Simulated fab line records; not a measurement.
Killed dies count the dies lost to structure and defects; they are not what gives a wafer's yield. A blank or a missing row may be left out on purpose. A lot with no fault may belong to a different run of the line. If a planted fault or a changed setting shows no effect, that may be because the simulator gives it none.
fab line records + flow n5_finfet
record:
- lots: 5
- wafers: 15
- last_day: 17
route steps=1938 shown BEOL_M14@1750 PASSIVATION@1936
lots untouched by any fault: they come from a run of this same line in which no faults occurred
start_h: hours from the record's opening day to when the first of the lot's shown wafers began + wait_h: hours from the lot's prior step to this one + " the same as in the row above + L1.1+2: a single row standing in for several wafers + - value missing, or start not given + * or withheld: withheld + < > ~ a bound
route shown NAME@n: NAME is a module with steps in the file, n the number in the route of the first one + usual: mean and standard deviation over wafers with no fault + same: alike in all rows + chamber/n: place in a boat + sites: the reading at each site + _std_site: the standard deviation of these + _edge_site: mean of outer sites minus mean of inner sites + radius_mm: how far each site lies from the wafer's centre + mask NAME#n: copy n + behind: the last tool/chamber to shape the wafer + hold: why the lot went on hold/how many hours it stayed there/how the hold came to an end + device: whichever transistor did not switch (one of n, p or np) + end of line: tests of these same wafers at the route's end + where a step has no rows: the recipe by itself + killed: count of dies lost to structure and defects at first sort (not the wafer's yield) + map: a wafer's dies, marking killed ones x, the rest . and places with no die _
set.NAME: the setting as run; set.NAME@STEP: as run at that earlier step + model.NAME: the simulator's own value behind a step, which no gauge read
a table for each step, a row for each wafer; lots at some steps of the route
services: the hour from which a tool's chamber was out of use, counted from the record's first day as start_h (under 0 if before that day), plus the number of hours and why
== steps ==
step: N5_BEOL_M14_ETCH_67
recipe:
- chemistry: CF4
- target: SiARC
- target_depth_a: 1430
- time_s: 238.3
- ion_energy_ev: 80
- pressure_mtorr: 40
- source_w: 545
- bias_w: 36
- Ar_flow_sccm: 100
- cf4_flow_sccm: 100
- ends: cleared
step: N5_BEOL_M14_ETCH_68
recipe:
- chemistry: N2/H2
- target: SOC
- mask_material: SiARC
- source_w: 3000
- bias_w: 350
- temp_c: 40
- time_s: 450
- ion_energy_ev: 200
- pressure_mtorr: 30
- n2_flow_sccm: 200
- h2_flow_sccm: 200
usual:
- drypump_motor_current_A: 5.66/0.29
- oes_product_au: 0.82/0.12
- rf_vpp_V: 523.8/2.6
- showerhead_plenum_p_Torr: 2.54/0.083
- temp_c: 40.02/0.12
- throttle_valve_pct: 17.76/0.3
| lot.wafer | tool        | chamber | start_h | wait_h | drypump_motor_current_A | oes_product_au | rf_hours_counter_h | rf_vpp_V | showerhead_plenum_p_Torr | temp_c | throttle_valve_pct |
|-----------|-------------|---------|---------|--------|-------------------------|----------------|--------------------|----------|--------------------------|--------|--------------------|
| L282.4    | rie_diel-02 | 1       | 271.29  | 0.1    | 5.87                    | 0.69           | 242                | 526.1    | 2.61                     | 40.07  | 18.12              |
| L282.5    | "           | 3       | "       | "      | 5.56                    | 0.70           | -                  | 523.0    | 2.49                     | 39.93  | 18.23              |
| L282.6    | "           | 0       | "       | "      | 5.59                    | 0.67           | -                  | 523.3    | 2.49                     | 39.86  | 17.68              |
| L289.1    | rie_diel-02 | 3       | 307.27  | 0.1    | 5.57                    | 0.70           | 259                | 522.1    | 2.49                     | 40.10  | 18.27              |
| L289.4    | "           | 3       | "       | "      | 5.56                    | 0.70           | -                  | 523.1    | 2.49                     | 40.06  | 18.28              |
| L289.5    | "           | 2       | "       | "      | 5.39                    | 0.95           | -                  | 523.4    | 2.50                     | 39.83  | 17.37              |
| L293.2    | rie_diel-03 | 0       | 334.06  | 0.1    | 5.57                    | 0.72           | 207                | 519.6    | 2.43                     | 39.79  | 18.14              |
| L293.3    | "           | 2       | "       | "      | 6.13                    | 0.89           | 15                 | 522.8    | 2.50                     | 40.11  | 17.45              |
| L293.6    | "           | 2       | "       | "      | 6.06                    | 0.90           | -                  | 523.0    | 2.49                     | 40.11  | 17.46              |
| L292.1    | rie_diel-02 | 0       | 336.48  | 0.1    | 5.61                    | 0.93           | 12                 | 521.7    | 2.49                     | 39.95  | 17.36              |
| L292.2    | "           | 2       | "       | "      | 5.40                    | 0.91           | 33                 | 524.0    | 2.49                     | 40.00  | 17.41              |
| L292.6    | "           | 2       | "       | "      | 5.43                    | 0.91           | -                  | 520.7    | 2.49                     | 40.12  | 17.40              |
| L302.2    | rie_diel-06 | 1       | 385.08  | 0.1    | 5.39                    | 0.92           | 24                 | 523.8    | 2.50                     | 39.86  | 17.77              |
| L302.3    | "           | 3       | "       | "      | 5.25                    | 0.69           | 246                | 519.6    | 2.40                     | 40.02  | 17.68              |
| L302.5    | "           | 2       | "       | "      | 6.26                    | 0.84           | -                  | 528.4    | 2.69                     | 40.11  | 17.61              |
step: N5_BEOL_M14_STRIP_69
recipe:
- chemistry: N2/H2
- temp_c: 40
- n2_flow_sccm: 200
- h2_flow_sccm: 200
- rf_frequency_hz: 6e+07
step: N5_BEOL_M14_TRENCH_ETCH_34
recipe:
- chemistry: C4F8/O2/Ar
- target: SiO2
- target_depth_a: 5566.5
- mask_material: SOC
- he_inner_torr: 15
- he_outer_torr: 30
- time_s: 126.9
- ion_energy_ev: 800
- pressure_mtorr: 20
- source_w: 1905
- bias_w: 2040
- Ar_flow_sccm: 400
- C4F8_flow_sccm: 16
- O2_flow_sccm: 12
step: N5_BEOL_M14_STRIP_70
recipe:
- chemistry: C4F8/O2/Ar
- resist: SiARC
- rf_frequency_hz: 6e+07
step: N5_BEOL_M14_OCD_MEAS_35
usual:
- trench_depth_nm: 557/13
| lot.wafer | tool   | chamber | start_h | wait_h | trench_depth_nm |
|-----------|--------|---------|---------|--------|-----------------|
| L282.4    | ocd-02 | -       | 271.72  | 0.0    | 553             |
| L282.5    | "      | -       | "       | "      | 565             |
| L282.6    | "      | -       | "       | "      | 530             |
| L289.1    | ocd-02 | -       | 307.70  | 0.0    | 560             |
| L289.4    | "      | -       | "       | "      | 567             |
| L289.5    | "      | -       | "       | "      | 578             |
| L293.2    | ocd-02 | -       | 334.49  | 0.0    | 562             |
| L293.3    | "      | -       | "       | "      | 555             |
| L293.6    | "      | -       | "       | "      | 552             |
| L292.1    | ocd-01 | -       | 336.91  | 0.0    | 554             |
| L292.2    | "      | -       | "       | "      | 587             |
| L292.6    | "      | -       | "       | "      | 576             |
| L302.2    | ocd-02 | -       | 385.51  | 0.0    | 552             |
| L302.3    | "      | -       | "       | "      | 554             |
| L302.5    | "      | -       | "       | "      | 559             |
step: N5_BEOL_M14_STRIP_37
recipe:
- chemistry: O2
- power_w: 600
- temp_c: 60
- pressure_mtorr: 30
- rf_frequency_hz: 6e+07
- bias_power_w: 0
- overash_fraction: 0.3
- o2_flow_sccm: 225
usual:
- drypump_motor_current_A: 5.7/0.33
- oes_product_au: 0.80/0.11
- rf_vpp_V: 3.5/0.87
- showerhead_plenum_p_Torr: 2.10/0.085
- temp_c: 60.01/0.12
- throttle_valve_pct: 16.65/0.25
| lot.wafer | tool        | chamber | start_h | wait_h | drypump_motor_current_A | oes_product_au | rf_hours_counter_h | rf_vpp_V | showerhead_plenum_p_Torr | temp_c | throttle_valve_pct |
|-----------|-------------|---------|---------|--------|-------------------------|----------------|--------------------|----------|--------------------------|--------|--------------------|
| L282.4    | rie_diel-02 | 1       | 275.00  | 3.3    | 5.9                     | 0.69           | 244                | 2.5      | 2.15                     | 60.23  | 16.96              |
| L282.5    | "           | 1       | "       | "      | 5.9                     | 0.68           | -                  | 3.4      | 2.15                     | 60.07  | 16.94              |
| L282.6    | "           | 0       | "       | "      | 5.6                     | 0.66           | -                  | 4.4      | 2.08                     | 59.94  | 16.75              |
| L289.1    | rie_diel-06 | 2       | 308.69  | 1.0    | 6.3                     | 0.89           | 38                 | 3.1      | 2.22                     | 59.69  | 16.45              |
| L289.4    | "           | 0       | "       | "      | 5.8                     | 0.70           | -                  | 3.4      | 2.15                     | 59.90  | 16.88              |
| L289.5    | "           | 3       | "       | "      | 5.2                     | 0.71           | -                  | 3.7      | 1.99                     | 59.85  | 16.56              |
| L293.2    | rie_diel-06 | 3       | 336.81  | 2.3    | 5.2                     | 0.71           | 227                | 3.6      | 1.99                     | 59.87  | 16.57              |
| L293.3    | "           | 0       | "       | "      | 5.8                     | 0.69           | 238                | 3.2      | 2.15                     | 60.01  | 16.89              |
| L293.6    | "           | 2       | "       | "      | 6.3                     | 0.86           | -                  | 2.7      | 2.21                     | 59.97  | 16.49              |
| L292.1    | rie_diel-06 | 3       | 337.40  | 0.5    | 5.3                     | 0.72           | 228                | 3.9      | 1.98                     | 60.01  | 16.59              |
| L292.2    | "           | 2       | "       | "      | 6.2                     | 0.87           | 50                 | 2.9      | 2.21                     | 60.04  | 16.47              |
| L292.6    | "           | 2       | "       | "      | 6.3                     | 0.87           | -                  | 4.2      | 2.21                     | 59.82  | 16.48              |
| L302.2    | rie_diel-02 | 2       | 387.33  | 1.8    | 5.4                     | 0.89           | 53                 | 2.6      | 2.03                     | 60.23  | 16.23              |
| L302.3    | "           | 3       | "       | "      | 5.5                     | 0.92           | 14                 | 3.9      | 2.05                     | 60.30  | 16.88              |
| L302.5    | "           | 3       | "       | "      | 5.5                     | 0.93           | -                  | 3.1      | 2.05                     | 60.09  | 16.86              |
step: N5_BEOL_M14_ETCH_38
recipe:
- chemistry: CF4/N2
- target: SiCN
- target_depth_a: 1065
- taper_deg: 2
- time_s: 120.6
- ion_energy_ev: 150
- mask_material: SiO2
- pressure_mtorr: 40
- source_w: 430
- bias_w: 70
- Ar_flow_sccm: 100
- cf4_flow_sccm: 60
- n2_flow_sccm: 60
usual:
- drypump_motor_current_A: 5.7/0.33
- oes_product_au: 0.80/0.11
- rf_vpp_V: 382.4/2.2
- showerhead_plenum_p_Torr: 2.21/0.083
- throttle_valve_pct: 15.43/0.24
| lot.wafer | tool        | chamber | start_h | wait_h | drypump_motor_current_A | oes_product_au | rf_hours_counter_h | rf_vpp_V | showerhead_plenum_p_Torr | throttle_valve_pct |
|-----------|-------------|---------|---------|--------|-------------------------|----------------|--------------------|----------|--------------------------|--------------------|
| L282.4    | rie_diel-02 | 1       | -       | -      | 5.9                     | 0.70           | 244                | 384.3    | 2.26                     | 15.77              |
| L282.5    | "           | 1       | "       | "      | 5.8                     | 0.70           | -                  | 382.8    | 2.26                     | 15.77              |
| L282.6    | "           | 0       | "       | "      | 5.6                     | 0.66           | -                  | 380.7    | 2.18                     | 15.54              |
| L289.1    | rie_diel-06 | 2       | -       | -      | 6.3                     | 0.89           | 38                 | 385.3    | 2.34                     | 15.31              |
| L289.4    | "           | 0       | "       | "      | 5.8                     | 0.71           | -                  | 383.5    | 2.27                     | 15.66              |
| L289.5    | "           | 3       | "       | "      | 5.2                     | 0.71           | -                  | 380.4    | 2.09                     | 15.35              |
| L293.2    | rie_diel-06 | 3       | -       | -      | 5.2                     | 0.70           | 228                | 379.9    | 2.09                     | 15.34              |
| L293.3    | "           | 0       | "       | "      | 5.8                     | 0.69           | 238                | 382.9    | 2.26                     | 15.68              |
| L293.6    | "           | 2       | "       | "      | 6.2                     | 0.86           | -                  | 386.3    | 2.34                     | 15.34              |
| L292.1    | rie_diel-06 | 3       | -       | -      | 5.2                     | 0.70           | 228                | 380.2    | 2.09                     | 15.35              |
| L292.2    | "           | 2       | "       | "      | 6.3                     | 0.87           | 50                 | 386.4    | 2.34                     | 15.34              |
| L292.6    | "           | 2       | "       | "      | 6.3                     | 0.86           | -                  | 384.6    | 2.34                     | 15.36              |
| L302.2    | rie_diel-02 | 2       | -       | -      | 5.3                     | 0.90           | 53                 | 382.3    | 2.16                     | 15.12              |
| L302.3    | "           | 3       | "       | "      | 5.6                     | 0.94           | 14                 | 382.2    | 2.16                     | 15.58              |
| L302.5    | "           | 3       | "       | "      | 5.6                     | 0.94           | -                  | 382.2    | 2.16                     | 15.58              |
step: N5_BEOL_M14_PRECLEAN_39
recipe:
- chemistry: residue_remover
- time_s: 60
- temp_c: 40
step: N5_BEOL_M14_SRD_40
recipe:
- time_s: 30
- temp_c: 23
- rinse_liquid: diw
- dry: n2_spin
- spin_rpm: 1500
- dry_time_s: 30
step: N5_BEOL_M14_DEGAS_41
recipe:
- ambient: vacuum
- temp_c: 300
- time_s: 60
step: N5_BEOL_M14_PRE_CLEAN_42
recipe:
- gas: H2/He
- time_s: 30
- temp_c: 300
step: N5_BEOL_M14_SPUTTER_43
recipe:
- material: TaN
- target_thk_a: 150
- temp_c: 50
- bias_v: 168.6
- power_w: 15000
- chamber_pressure_pa: 0.12
- time_s: 24.19
usual:
- throttle_valve_pct: 30.0/0.67
| lot.wafer | tool           | chamber | start_h | wait_h | throttle_valve_pct | model.TaN_of_BEOL_M14_SPUTTER_43.thk_nm |
|-----------|----------------|---------|---------|--------|--------------------|-----------------------------------------|
| L282.4    | pvd_sputter-03 | -       | 275.54  | 0.0    | 30.8               | 15.4                                    |
| L282.5    | "              | -       | "       | "      | 30.6               | 15.6                                    |
| L282.6    | "              | -       | "       | "      | 28.7               | 15.6                                    |
| L289.1    | pvd_sputter-02 | -       | 309.42  | 0.0    | 30.2               | 15                                      |
| L289.4    | "              | -       | "       | "      | 29.4               | 15.2                                    |
| L289.5    | "              | -       | "       | "      | 30.0               | 15                                      |
| L293.2    | pvd_sputter-02 | -       | 337.55  | 0.0    | 30.8               | 14.8                                    |
| L293.3    | "              | -       | "       | "      | 30.2               | 14.6                                    |
| L293.6    | "              | -       | "       | "      | 30.0               | 14.8                                    |
| L292.1    | pvd_sputter-02 | -       | 337.95  | 0.0    | 30.8               | 21.4                                    |
| L292.2    | "              | -       | "       | "      | 30.0               | 14.8                                    |
| L292.6    | "              | -       | "       | "      | 30.8               | 21.2                                    |
| L302.2    | pvd_sputter-01 | -       | 387.90  | 0.0    | 29.9               | 15                                      |
| L302.3    | "              | -       | "       | "      | 30.6               | 14.8                                    |
| L302.5    | "              | -       | "       | "      | 29.4               | 14.8                                    |
step: N5_BEOL_M14_SPUTTER_44
recipe:
- material: Ta
- target_thk_a: 150
- temp_c: 50
- bias_v: 80
- power_w: 15000
- chamber_pressure_pa: 0.07
- time_s: 24.19
step: N5_BEOL_M14_SPUTTER_45
recipe:
- material: Cu
- target_thk_a: 1000
- temp_c: -20
- bias_v: 60
- power_w: 26000
- chamber_pressure_pa: 0.13
- time_s: 16.67
usual:
- chuck_sensor_temp_C: -16.0/0.52
- throttle_valve_pct: 30.1/0.68
| lot.wafer | tool           | chamber | start_h | wait_h | chuck_sensor_temp_C | throttle_valve_pct |
|-----------|----------------|---------|---------|--------|---------------------|--------------------|
| L282.4    | pvd_sputter-03 | -       | 275.70  | 0.0    | -15.2               | 30.8               |
| L282.5    | "              | -       | "       | "      | -16.7               | 30.5               |
| L282.6    | "              | -       | "       | "      | -15.7               | 28.7               |
| L289.1    | pvd_sputter-02 | -       | 309.58  | 0.0    | -15.6               | 29.9               |
| L289.4    | "              | -       | "       | "      | -16.5               | 29.2               |
| L289.5    | "              | -       | "       | "      | -16.5               | 30.1               |
| L293.2    | pvd_sputter-02 | -       | 337.71  | 0.0    | -16.3               | 30.8               |
| L293.3    | "              | -       | "       | "      | -15.5               | 30.2               |
| L293.6    | "              | -       | "       | "      | -15.6               | 30.3               |
| L292.1    | pvd_sputter-02 | -       | 338.11  | 0.0    | -16.3               | 30.7               |
| L292.2    | "              | -       | "       | "      | -15.5               | 30.4               |
| L292.6    | "              | -       | "       | "      | -16.0               | 31.0               |
| L302.2    | pvd_sputter-01 | -       | 388.06  | 0.0    | -16.4               | 29.8               |
| L302.3    | "              | -       | "       | "      | -15.6               | 30.6               |
| L302.5    | "              | -       | "       | "      | -16.3               | 29.1               |
step: N5_BEOL_M14_ECD_47
recipe:
- material: Cu
- target_thk_a: 12480
step: N5_BEOL_M14_ANNEAL_48
recipe:
- temp_c: 225
- time_s: 90
- ambient: N2
usual:
- wafer_temp_C_max: 226.11/0.27
| lot.wafer | tool          | chamber | start_h | wait_h | wafer_temp_C_max |
|-----------|---------------|---------|---------|--------|------------------|
| L282.4    | rtp_anneal-01 | 0       | 276.15  | 0.2    | 225.95           |
| L282.5    | "             | 0       | "       | "      | 225.59           |
| L282.6    | "             | 0       | "       | "      | 225.71           |
| L289.1    | rtp_anneal-01 | 0       | 310.83  | 1.1    | 226.45           |
| L289.4    | "             | 0       | "       | "      | 226.48           |
| L289.5    | "             | 0       | "       | "      | 226.27           |
| L293.2    | rtp_anneal-02 | 0       | 338.06  | 0.2    | 225.40           |
| L293.3    | "             | 0       | "       | "      | 225.79           |
| L293.6    | "             | 0       | "       | "      | 226.47           |
| L292.1    | rtp_anneal-02 | 0       | 338.56  | 0.2    | 225.89           |
| L292.2    | "             | 0       | "       | "      | 226.18           |
| L292.6    | "             | 0       | "       | "      | 226.08           |
| L302.2    | rtp_anneal-01 | 0       | 388.41  | 0.2    | 226.06           |
| L302.3    | "             | 0       | "       | "      | 226.67           |
| L302.5    | "             | 0       | "       | "      | 226.04           |
step: N5_BEOL_M14_CMP_49
recipe:
- stop_on: SiO2
- t_overpolish_s: 5.2
- down_force_psi: 2
- platen_rpm: 80
- clearing_platen_down_force_psi: 2
- clearing_platen_rpm: 80
- post_cmp_clean: cu_alkaline
- target_thk_nm: 560
- clearing_platen_pad_velocity_m_s: 1.5917
- pad_velocity_m_s: 1.5917
usual:
- barrier_field_endpoint_s: 11.3/0.31
- motor_current_A: 7.6/0.61
- pad_life_wafers: 1170/560
- retaining_ring_pressure_frac: 1.000/0.005
| lot.wafer | tool   | chamber | start_h | wait_h | barrier_field_endpoint_s | motor_current_A | pad_life_wafers | retaining_ring_pressure_frac |
|-----------|--------|---------|---------|--------|--------------------------|-----------------|-----------------|------------------------------|
| L282.4    | cmp-04 | 1       | 276.32  | 0.1    | 11.2                     | 7.8             | 366             | 0.995                        |
| L282.6    | "      | 1       | "       | "      | 11.3                     | 7.8             | -               | 0.996                        |
| L282.5    | "      | 2       | "       | "      | 11.7                     | 8.2             | -               | 1.001                        |
| L289.4    | cmp-01 | 0       | 311.21  | 0.2    | 11.7                     | 7.4             | 1880            | 0.998                        |
| L289.1    | "      | 1       | "       | "      | 12.1                     | 7.8             | 1881            | 1.006                        |
| L289.5    | "      | 3       | "       | "      | 12.1                     | 7.5             | -               | 1.001                        |
| L293.2    | cmp-01 | 1       | 338.32  | 0.2    | 12.1                     | 7.5             | 2082            | 0.998                        |
| L293.3    | "      | 3       | "       | "      | 11.7                     | 7.7             | 2084            | 0.994                        |
| L293.6    | "      | 2       | "       | "      | 11.2                     | 8.5             | -               | 0.999                        |
| L292.1    | cmp-04 | 2       | 339.00  | 0.4    | 13.6                     | 7.8             | 878             | 1.000                        |
| L292.2    | "      | 3       | "       | "      | 11.0                     | 6.5             | 879             | 0.997                        |
| L292.6    | "      | 1       | "       | "      | 13.1                     | 8.2             | -               | 1.009                        |
| L302.2    | cmp-04 | 0       | 388.74  | 0.3    | 11.2                     | 7.7             | 1340            | 0.996                        |
| L302.3    | "      | 1       | "       | "      | 10.8                     | 7.8             | 1341            | 0.998                        |
| L302.5    | "      | 2       | "       | "      | 11.2                     | 7.5             | -               | 1.010                        |
step: N5_BEOL_M14_THK_MEAS_50
recipe:
- thk_meas_gauge: xrf
- reads: Cu_of_BEOL_M14_ECD_47
usual:
- M14_THK: 551/14
| lot.wafer | tool          | chamber | start_h | wait_h | M14_THK[nm] |
|-----------|---------------|---------|---------|--------|-------------|
| L282.4    | film_metro-02 | -       | 276.62  | -      | 555         |
| L282.5    | "             | -       | "       | "      | 569         |
| L282.6    | "             | -       | "       | "      | 533         |
| L289.1    | film_metro-01 | -       | 311.43  | -      | 554         |
| L289.4    | "             | -       | "       | "      | 560         |
| L289.5    | "             | -       | "       | "      | 567         |
| L293.2    | film_metro-02 | -       | 338.61  | -      | 568         |
| L293.3    | "             | -       | "       | "      | 560         |
| L293.6    | "             | -       | "       | "      | 557         |
| L292.1    | film_metro-01 | -       | 339.22  | -      | 541         |
| L292.2    | "             | -       | "       | "      | 573         |
| L292.6    | "             | -       | "       | "      | 558         |
| L302.2    | film_metro-01 | -       | 388.96  | -      | 543         |
| L302.3    | "             | -       | "       | "      | 544         |
| L302.5    | "             | -       | "       | "      | 550         |
step: N5_PASSIVATION_PROBE_49
usual:
- defect_limited_yield: 91.4/1.5
- killed_at_M0_to_M3: 34/12
- killed_at_M4_up: 12/4.9
- killed_at_contacts: 13/7.2
- killed_at_front_end: 39/12
- killed_at_other: 3.7/2.9
- killed_dies: 101/18
- killed_open: 67/14
- killed_short: 33/7.2
- sort_bin_4_leakage: 0.00/0.022
- sort_bin_5_function: 5.1/0.97
- sort_bin_6_memory: 3.2/0.67
- sort_n_pass: 1079/17
- sort_yield_pct: 91.4/1.5
same:
- gross_dies: 1180
- killed_at_back_side: 0
- sort_bin_8_speed[%]: 0
| lot.wafer | tool      | chamber | start_h | wait_h | defect_limited_yield[%] | killed_at_M0_to_M3 | killed_at_M4_up | killed_at_contacts | killed_at_front_end | killed_at_other | killed_dies | killed_open | killed_short | sort_bin_4_leakage[%] | sort_bin_5_function[%] | sort_bin_6_memory[%] | sort_n_pass | sort_yield_pct[%] |
|-----------|-----------|---------|---------|--------|-------------------------|--------------------|-----------------|--------------------|---------------------|-----------------|-------------|-------------|--------------|-----------------------|------------------------|----------------------|-------------|-------------------|
| L293.2    | prober-02 | -       | 362.37  | 0.1    | 94.2                    | 23                 | 10              | 0                  | 36                  | 0               | 69          | 42          | 27           | 0.08                  | 3.6                    | 1.9                  | 1110        | 94.1              |
| L293.3    | prober-02 | -       | 362.42  | 0.1    | 94.8                    | 16                 | 5               | 9                  | 29                  | 2               | 61          | 39          | 19           | 0                     | 3.1                    | 1.7                  | 1119        | 94.8              |
| L293.6    | prober-02 | -       | 362.57  | 0.3    | 91.7                    | 40                 | 12              | 10                 | 32                  | 4               | 98          | 69          | 28           | 0                     | 4.7                    | 3.4                  | 1082        | 91.7              |
| L292.1    | prober-01 | -       | 364.29  | 0.0    | 94.2                    | 20                 | 11              | 12                 | 22                  | 3               | 68          | 52          | 16           | 0                     | 3.8                    | 1.9                  | 1112        | 94.2              |
| L292.2    | prober-01 | -       | 364.34  | 0.1    | 91.9                    | 18                 | 11              | 20                 | 46                  | 1               | 96          | 58          | 35           | 0                     | 4.7                    | 3.0                  | 1084        | 91.9              |
| L292.6    | prober-01 | -       | 364.54  | 0.3    | 93.2                    | 23                 | 8               | 8                  | 39                  | 2               | 80          | 50          | 27           | 0                     | 3.6                    | 3.1                  | 1100        | 93.2              |
killed by level:class
L293.2 FIN_SAQP:geometric_particle:open=7 BEOL_M0_SAQP:geometric_particle:short=7 FIN_SAQP:geometric_particle:short=6 BEOL_M3:geometric_particle:open=6 STARTING-WAFER:geometric_particle:short=5 GATE_CUT:geometric_particle:short=4 BEOL_M5:geometric_particle:open=4 STARTING-WAFER:geometric_particle:open=4
L293.3 FIN_SAQP:geometric_particle:open=7 MOL_CONTACT_COAG:geometric_particle:open=7 STI_FIN_REVEAL:geometric_particle:open=6 BEOL_M0_SAQP:geometric_particle:short=4 GATE_CUT:geometric_particle:short=3 BEOL_M1:geometric_particle:open=3 BEOL_M3:geometric_particle:open=3 BEOL_M7:geometric_particle:open=3
L293.6 BEOL_M0_SAQP:geometric_particle:open=17 BEOL_M0_SAQP:geometric_particle:short=8 BEOL_M1:geometric_particle:open=7 MOL_CONTACT_COAG:geometric_particle:open=6 STI_FIN_REVEAL:geometric_particle:open=6 FIN_SAQP:geometric_particle:open=4 GATE_CUT:geometric_particle:open=4 GATE_CUT:geometric_particle:short=4
L292.1 MOL_CONTACT_COAG:geometric_particle:open=9 GATE_CUT:geometric_particle:open=6 BEOL_M2:geometric_particle:open=6 DUMMY_GATE:geometric_particle:open=4 BEOL_M2:geometric_particle:short=4 BEOL_M3:geometric_particle:open=4 BEOL_M5:geometric_particle:open=4 STARTING-WAFER:geometric_particle:open=4
L292.2 FIN_SAQP:geometric_particle:open=14 MOL_CONTACT_COAG:geometric_particle:open=14 GATE_CUT:geometric_particle:short=7 MOL_CONTACT_COAG:geometric_particle:short=6 BEOL_M3:geometric_particle:open=5 BEOL_M4:geometric_particle:open=5 BEOL_M4:geometric_particle:short=4 STI_FIN_REVEAL:geometric_particle:open=3
L292.6 STI_FIN_REVEAL:geometric_particle:open=12 MOL_CONTACT_COAG:geometric_particle:open=7 BEOL_M2:geometric_particle:open=7 FIN_SAQP:geometric_particle:short=6 DUMMY_GATE:geometric_particle:open=6 BEOL_M3:geometric_particle:open=5 BEOL_M4:geometric_particle:open=4 BEOL_M0_SAQP:geometric_particle:short=3
== services ==
| tool        | chamber | start_h | hours | kind                          |
|-------------|---------|---------|-------|-------------------------------|
| cmp-04      | -       | 264.91  | 0.9   | repair                        |
| cmp-01      | -       | 265.48  | 1.2   | repair                        |
| rie_diel-06 | 2       | 279.68  | 6.7   | repair                        |
| rie_diel-02 | 0       | 290.62  | -     | clean                         |
| rie_diel-02 | 0       | 290.62  | -     | consumable_replace:focus_ring |
| rie_diel-02 | 0       | 290.62  | 26.0  | scheduled_down                |
| rie_diel-02 | 0       | 290.62  | 26.0  | vent_cycle                    |
| rie_diel-06 | 1       | 303.13  | -     | clean                         |
| rie_diel-06 | 1       | 303.13  | -     | consumable_replace:focus_ring |
| rie_diel-06 | 1       | 303.13  | 17.1  | scheduled_down                |
| rie_diel-06 | 1       | 303.13  | 17.1  | vent_cycle                    |
| cmp-04      | -       | 316.35  | 4.8   | pm                            |
| rie_diel-02 | 1       | 316.83  | -     | clean                         |
| rie_diel-02 | 1       | 316.83  | -     | consumable_replace:focus_ring |
| rie_diel-02 | 1       | 316.83  | 16.5  | scheduled_down                |
| rie_diel-02 | 1       | 316.83  | 16.5  | vent_cycle                    |
| cmp-01      | -       | 327.64  | 3.1   | repair                        |
| rie_diel-02 | 3       | 333.67  | -     | clean                         |
| rie_diel-02 | 3       | 333.67  | -     | consumable_replace:focus_ring |
| cmp-04      | -       | 337.47  | 0.8   | repair                        |
| cmp-01      | -       | 350.40  | 4.0   | pm                            |
| rie_diel-03 | -       | 355.55  | 2.2   | repair                        |
| cmp-01      | -       | 379.13  | 1.4   | repair                        |
| cmp-01      | -       | 385.64  | 6.1   | pm                            |
== key ==
first_sign:
- step: N5_BEOL_M14_CMP_49
- reading: barrier_field_endpoint_s
- direction: up
- sigmas: 6.4
- usual: 11.3
- struck: 13.3
effect none on later readings
model_effect:
- step: N5_BEOL_M14_SPUTTER_43
- value: TaN_of_BEOL_M14_SPUTTER_43.thk_nm
- without: 14.9
- struck: 21.3
met_at N5_BEOL_M14_SPUTTER_43
struck_wafers L292.1,L292.6
onset_between 337.55 337.95
fault:
- kind: process_parameter_drift
- tool: pvd_sputter-02
- chamber: -
- onset_h: 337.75
- steps: N5_BEOL_M14_SPUTTER_43
- channel: time_s
- offset: *
- shape: step
- end_h: 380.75
- acts_in: *
- stated: *
- scope: struck_wafers_only
